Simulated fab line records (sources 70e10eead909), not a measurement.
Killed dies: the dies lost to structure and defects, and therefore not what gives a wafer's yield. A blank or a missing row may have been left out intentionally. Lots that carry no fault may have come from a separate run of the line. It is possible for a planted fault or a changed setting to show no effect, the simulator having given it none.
Which tool did it? ; flow nand harc ; 11 lots, 33 wafers sampled, at 6 steps of a route of 1302

## WHAT EACH GAUGE READ, for each wafer
NHARC_A_CHANNEL_HOLE_D1_INSPECT_40. Usual: raw defect count 78, standard deviation 31.
lot;measured;on;raw defect count;flag
L954;day 8 18:40;defect inspect-01;134 96 97;
L955;day 9 00:50;defect inspect-01;83 108 70;
L956;day 9 16:37;defect inspect-02;84 90 87;
L957;day 10 00:18;defect inspect-02;31 39 48;
L958;day 10 04:01;defect inspect-01;91 113 106;
L962;day 11 22:34;defect inspect-01;91 100 103;
L971;day 15 11:13;defect inspect-02;1232 1319 1271;OFF
L970;day 15 12:17;defect inspect-01;1223 1196 1214;OFF
L973;day 16 23:46;defect inspect-02;72 107 73;
L975;day 17 18:47;defect inspect-01;40 79 74;
L976;day 17 20:54;defect inspect-02;33 44 28;

NHARC_END_SORT_01. Usual: killed at array 62, standard deviation 15; killed at other 0.8, standard deviation 1; killed at periphery 3.7, standard deviation 2.6; killed dies 66, standard deviation 15; killed open 3.1, standard deviation 1.8; killed short 2.6, standard deviation 1.7.
lot;measured;on;killed at array;killed at other;killed at periphery;killed dies;killed open;killed short;flag
L971;day 31 07:50;prober-02;96 99 88;1 0 0;1 4 2;98 103 90;2 2 3;2 2 6;
L970;day 30 17:49;prober-02;96 102 91;1 0 1;5 7 7;102 109 99;6 5 5;4 3 5;

## WHICH TOOL RAN EACH LOT (tool, then ch and the chambers of the sampled wafers, then the start)
lot;NHARC_A_CHANNEL_HOLE_D1_ETCH_39;NHARC_A_CHANNEL_HOLE_D1_ETCH_26;NHARC_A_CHANNEL_HOLE_D1_STRIP_42;NHARC_A_CHANNEL_HOLE_D1_STRIP_27
L954;rie diel-05 ch 0,2, day 8 16:44 or earlier;har etch-02 ch 0,1, day 8 16:44;rie diel-08 ch 0,1, day 8 17:33;rie diel-08 ch 0,1,2, day 8 18:40 or earlier
L955;rie diel-08 ch 0,3, day 8 22:54 or earlier;har etch-02 ch 0,1, day 8 22:54;rie diel-04 ch 1,2, day 8 23:44;rie diel-04 ch 0,1,2, day 9 00:50 or earlier
L956;rie diel-08 ch 0,2,3, day 9 15:31 or earlier;har etch-02 ch 0,1, day 9 15:31 or earlier;rie diel-05 ch 0,2,3, day 9 15:31;rie diel-05 ch 0,2,3, day 9 16:37 or earlier
L957;rie diel-08 ch 0,3, day 9 22:22 or earlier;har etch-01 ch 0,1, day 9 22:22;rie diel-08 ch 0,1,3, day 9 23:13;rie diel-08 ch 2,3, day 10 00:18 or earlier
L958;rie diel-08 ch 0,1,2, day 10 02:07 or earlier;har etch-02 ch 0,1, day 10 02:07;rie diel-08 ch 0,1,3, day 10 02:54;rie diel-08 ch 0,1, day 10 04:01 or earlier
L962;rie diel-08 ch 1,3, day 11 20:42 or earlier;har etch-02 ch 0,1, day 11 20:42;rie diel-08 ch 0,2,3, day 11 21:28;rie diel-08 ch 2,3, day 11 22:34 or earlier
L971;rie diel-08 ch 1,2, day 15 09:07 or earlier;har etch-02 ch 0,1, day 15 09:07;rie diel-08 ch 0,2, day 15 09:58;rie diel-08 ch 1,2, day 15 11:13 or earlier
L970;rie diel-05 ch 1,3, day 15 09:17 or earlier;har etch-01 ch 0,1, day 15 09:17;rie diel-08 ch 0,1, day 15 10:06;rie diel-08 ch 0,1,2, day 15 12:17 or earlier
L973;rie diel-04 ch 1,2, day 16 21:53 or earlier;har etch-02 ch 0,1, day 16 21:53;rie diel-05 ch 0,2,3, day 16 22:39;rie diel-05 ch 0,1,2, day 16 23:46 or earlier
L975;rie diel-08 ch 0,2,3, day 17 16:52 or earlier;har etch-01 ch 0,1, day 17 16:52;rie diel-05 ch 1,2,3, day 17 17:40;rie diel-05 ch 1,2, day 17 18:47 or earlier
L976;rie diel-05 ch 2,3, day 17 18:59 or earlier;har etch-02 ch 0,1, day 17 18:59;rie diel-04 ch 0,1, day 17 19:47;rie diel-04 ch 0,1,3, day 17 20:54 or earlier
- NHARC_A_CHANNEL_HOLE_D1_ETCH_39: etches the open film in N2/H2, target depth 260 nm, time 325 s.
- NHARC_A_CHANNEL_HOLE_D1_ETCH_26: etches the open film in C4F8/O2/Ar, time 224.1 s, target depth 300 nm.
- NHARC_A_CHANNEL_HOLE_D1_STRIP_42: strips in CF4/CHF3.
- NHARC_A_CHANNEL_HOLE_D1_STRIP_27: strips in O2.

## WHAT THE TOOLS THEMSELVES READ (means of the sampled wafers that have a number; where no wafer has one, the mark that the record gives instead)
NHARC_A_CHANNEL_HOLE_D1_ETCH_39. Usual: drypump motor current A 5.9 A, standard deviation 0.42; oes product au 0.995 a.u., standard deviation 0.009; rf vpp V 429.2 V, standard deviation 2.9; showerhead plenum p Torr 2.00 Torr, standard deviation 0.095; throttle valve pct 14.171 %, standard deviation 0.01.
lot;tool;drypump motor current A (A);oes product au (a.u.);rf vpp V (V);showerhead plenum p Torr (Torr);throttle valve pct (%);flag
L954;rie diel-05;6.4;0.980;430.9;2.04;14.172;
L955;rie diel-08;5.8;1.007;429.0;2.01;14.174;
L956;rie diel-08;5.8;0.987;431.0;2.04;14.168;
L957;rie diel-08;5.8;0.987;429.2;2.00;14.166;
L958;rie diel-08;5.8;0.999;428.0;1.96;14.166;
L962;rie diel-08;6.3;0.995;432.6;2.11;14.173;
L971;rie diel-08;6.0;0.985;428.8;1.98;14.179;
L970;rie diel-05;5.5;1.007;427.5;1.94;14.174;
L973;rie diel-04;5.6;1.002;430.0;2.01;14.178;
L975;rie diel-08;5.8;0.990;430.0;2.04;14.173;
L976;rie diel-05;6.1;0.991;430.6;2.03;14.163;

NHARC_A_CHANNEL_HOLE_D1_ETCH_26. Usual: drypump motor current A 5.3 A, standard deviation 0.47; he backside leak sccm 6.1 sccm, standard deviation 0.48; showerhead plenum p Torr 3.74 Torr, standard deviation 0.07; throttle valve pct 24.584 %, standard deviation 0.0097.
lot;tool;drypump motor current A (A);he backside leak sccm (sccm);showerhead plenum p Torr (Torr);throttle valve pct (%);flag
L954;har etch-02;4.9;5.9;3.75;24.583;
L955;har etch-02;4.9;6.2;3.74;24.592;
L956;har etch-02;4.9;6.0;3.74;24.582;
L957;har etch-01;5.9;5.6;3.75;24.584;
L958;har etch-02;4.9;6.1;3.73;24.587;
L962;har etch-02;5.0;6.5;3.75;24.584;
L971;har etch-02;4.9;6.7;3.70;24.577;
L970;har etch-01;5.8;5.6;3.72;24.587;
L973;har etch-02;4.9;6.6;3.68;24.580;
L975;har etch-01;6.0;6.1;3.69;24.580;
L976;har etch-02;5.0;5.3;3.83;24.576;

NHARC_A_CHANNEL_HOLE_D1_STRIP_27. Usual: drypump motor current A 5.9 A, standard deviation 0.42; oes product au 0.997 a.u., standard deviation 0.0099; rf vpp V 57.7 V, standard deviation 0.88; showerhead plenum p Torr 3.47 Torr, standard deviation 0.15; throttle valve pct 17.037 %, standard deviation 0.0086.
lot;tool;drypump motor current A (A);oes product au (a.u.);rf vpp V (V);showerhead plenum p Torr (Torr);throttle valve pct (%);flag
L954;rie diel-08;5.8;1.008;58.0;3.41;17.042;
L955;rie diel-04;6.0;0.996;58.4;3.57;17.037;
L956;rie diel-05;6.2;0.997;57.3;3.45;17.035;
L957;rie diel-08;5.8;0.993;57.4;3.59;17.031;
L958;rie diel-08;5.7;1.001;56.9;3.35;17.040;
L962;rie diel-08;6.1;0.985;58.7;3.68;17.037;
L971;rie diel-08;5.8;0.992;57.8;3.47;17.037;
L970;rie diel-08;5.8;0.986;57.4;3.40;17.040;
L973;rie diel-05;6.1;0.996;57.6;3.43;17.028;
L975;rie diel-05;5.6;0.994;57.0;3.45;17.034;
L976;rie diel-04;6.0;1.005;57.7;3.48;17.050;

## THE ANSWER, worked out from the rows above alone
Rule: a lot counts as off when the mean over its wafers that have a number is more than 3 standard deviations away from the usual mean. A lot without any number at a reading at which 4 lots or more have one is off too. Where the step has rows for the other lots, those lots are counted as sound. After the gauges, taken in route order, come the tools' own readings; for these a lot's mean is taken, as printed above. At the first step where some lot is off, the reading lying furthest off is the one used; lots without a number count as furthest.
Off at NHARC_A_CHANNEL_HOLE_D1_INSPECT_40 (raw defect count): L971, L970.
A tool fits if, at a process step before that reading, it ran every lot that is off, and no sound lot after the first of them. Gauges at NHARC_A_CHANNEL_HOLE_D1_INSPECT_40: tried the same way as those tools. With no start given for some of its lots, NHARC_A_CHANNEL_HOLE_D1_ETCH_39 uses the hours and lot order of NHARC_A_CHANNEL_HOLE_D1_STRIP_42. With no start given for some of its lots, NHARC_A_CHANNEL_HOLE_D1_ETCH_26 uses the hours and lot order of NHARC_A_CHANNEL_HOLE_D1_STRIP_42. With no start given for some of its lots, NHARC_A_CHANNEL_HOLE_D1_STRIP_27 uses the hours and lot order of NHARC_A_CHANNEL_HOLE_D1_INSPECT_40. One fits: rie diel-08 at NHARC_A_CHANNEL_HOLE_D1_STRIP_42 and NHARC_A_CHANNEL_HOLE_D1_STRIP_27. At NHARC_A_CHANNEL_HOLE_D1_STRIP_42 its last sound lot is L962 (day 11 21:28), its first lot that is off L971 (day 15 09:58): a fault that began between those two fits.

## WHAT THE SIMULATOR HAD INSERTED
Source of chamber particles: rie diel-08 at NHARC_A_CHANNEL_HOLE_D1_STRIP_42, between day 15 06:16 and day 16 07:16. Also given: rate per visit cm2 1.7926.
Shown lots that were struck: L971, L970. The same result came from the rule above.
